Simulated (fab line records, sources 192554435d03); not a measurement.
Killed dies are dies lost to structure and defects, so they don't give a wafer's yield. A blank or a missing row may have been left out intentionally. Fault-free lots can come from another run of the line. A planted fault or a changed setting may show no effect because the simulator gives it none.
Matching of chambers || flow n5-finfet || N5_BEOL_M1_CO_CAP_55 on cvd-co-01: 3 sister chambers
The step material Co, precursor CCTBA/H2, target thk 2 nm, time 102.1 s. 24 wafers are shown with their chamber, then 12 later ones without.

## WAFERS PAIRED WITH THEIR CHAMBERS
{"wafer": "L075.1", "chamber": 1, "heater-power-w (W)": 250}
{"wafer": "L075.2", "chamber": 0, "heater-power-w (W)": 215}
{"wafer": "L075.4", "chamber": 1, "heater-power-w (W)": 258}
{"wafer": "L078.1", "chamber": 2, "heater-power-w (W)": 223}
{"wafer": "L078.3", "chamber": 0, "heater-power-w (W)": 220}
{"wafer": "L078.6", "chamber": 0, "heater-power-w (W)": 214}
{"wafer": "L079.3", "chamber": 1, "heater-power-w (W)": 253}
{"wafer": "L079.4", "chamber": 1, "heater-power-w (W)": 250}
{"wafer": "L079.5", "chamber": 0, "heater-power-w (W)": 224}
{"wafer": "L083.2", "chamber": 0, "heater-power-w (W)": 226}
{"wafer": "L083.4", "chamber": 1, "heater-power-w (W)": 255}
{"wafer": "L083.6", "chamber": 0, "heater-power-w (W)": 217}
{"wafer": "L085.2", "chamber": 1, "heater-power-w (W)": 249}
{"wafer": "L085.3", "chamber": 0, "heater-power-w (W)": 218}
{"wafer": "L085.6", "chamber": 2, "heater-power-w (W)": 223}
{"wafer": "L086.2", "chamber": 2, "heater-power-w (W)": 231}
{"wafer": "L086.5", "chamber": 0, "heater-power-w (W)": 219}
{"wafer": "L086.6", "chamber": 1, "heater-power-w (W)": 254}
{"wafer": "L087.1", "chamber": 2, "heater-power-w (W)": 216}
{"wafer": "L087.2", "chamber": 1, "heater-power-w (W)": 264}
{"wafer": "L087.6", "chamber": 1, "heater-power-w (W)": 256}
{"wafer": "L090.2", "chamber": 2, "heater-power-w (W)": 219}
{"wafer": "L090.3", "chamber": 1, "heater-power-w (W)": 250}
{"wafer": "L090.4", "chamber": 2, "heater-power-w (W)": 230}

SIGNATURES (averages over the wafers above)
{"reading": "heater-power-w", "chamber 0": 219.12, "chamber 1": 253.90, "chamber 2": 223.67, "scatter within a chamber": 4.84}
Rule: for a wafer and a chamber, the distance is found by dividing, reading by reading, the gap between the wafer's reading and the chamber's mean by the reading's scatter, squaring, summing and taking the root. The wafer belongs to the nearest chamber; if the next one is less than 2 further off, it can't be placed. The scatter is the square root of a quotient: the sum, over the shown wafers, of each reading's squared deviation from its chamber's mean, divided by wafers minus chambers.

## WAFERS WHOSE CHAMBER IS MISSING
{"wafer": "L093.1", "heater-power-w (W)": 256}
{"wafer": "L093.3", "heater-power-w (W)": 227}
{"wafer": "L093.4", "heater-power-w (W)": 248}
{"wafer": "L094.1", "heater-power-w (W)": 217}
{"wafer": "L094.3", "heater-power-w (W)": 223}
{"wafer": "L094.4", "heater-power-w (W)": 220}
{"wafer": "L096.2", "heater-power-w (W)": 221}
{"wafer": "L096.3", "heater-power-w (W)": 217}
{"wafer": "L096.4", "heater-power-w (W)": 258}
{"wafer": "L097.2", "heater-power-w (W)": 257}
{"wafer": "L097.4", "heater-power-w (W)": 252}
{"wafer": "L097.5", "heater-power-w (W)": 214}

## CHAMBER TAKEN BY EACH
{"wafer": "L093.1", "from the rows above": 1, "in truth": 1}
{"wafer": "L093.3", "from the rows above": "can't be placed: 2 or 0", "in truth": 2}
{"wafer": "L093.4", "from the rows above": 1, "in truth": 1}
{"wafer": "L094.1", "from the rows above": "can't be placed: 0 or 2", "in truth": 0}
{"wafer": "L094.3", "from the rows above": "can't be placed: 2 or 0", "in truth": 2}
{"wafer": "L094.4", "from the rows above": "can't be placed: 0 or 2", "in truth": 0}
{"wafer": "L096.2", "from the rows above": "can't be placed: 0 or 2", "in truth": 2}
{"wafer": "L096.3", "from the rows above": "can't be placed: 0 or 2", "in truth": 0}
{"wafer": "L096.4", "from the rows above": 1, "in truth": 1}
{"wafer": "L097.2", "from the rows above": 1, "in truth": 1}
{"wafer": "L097.4", "from the rows above": 1, "in truth": 1}
{"wafer": "L097.5", "from the rows above": "can't be placed: 0 or 2", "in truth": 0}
Correctly placed: 5 of 12. From these rows, 7 cannot be placed; in 7 the true chamber is one of the candidates. Number placed wrongly: 0.
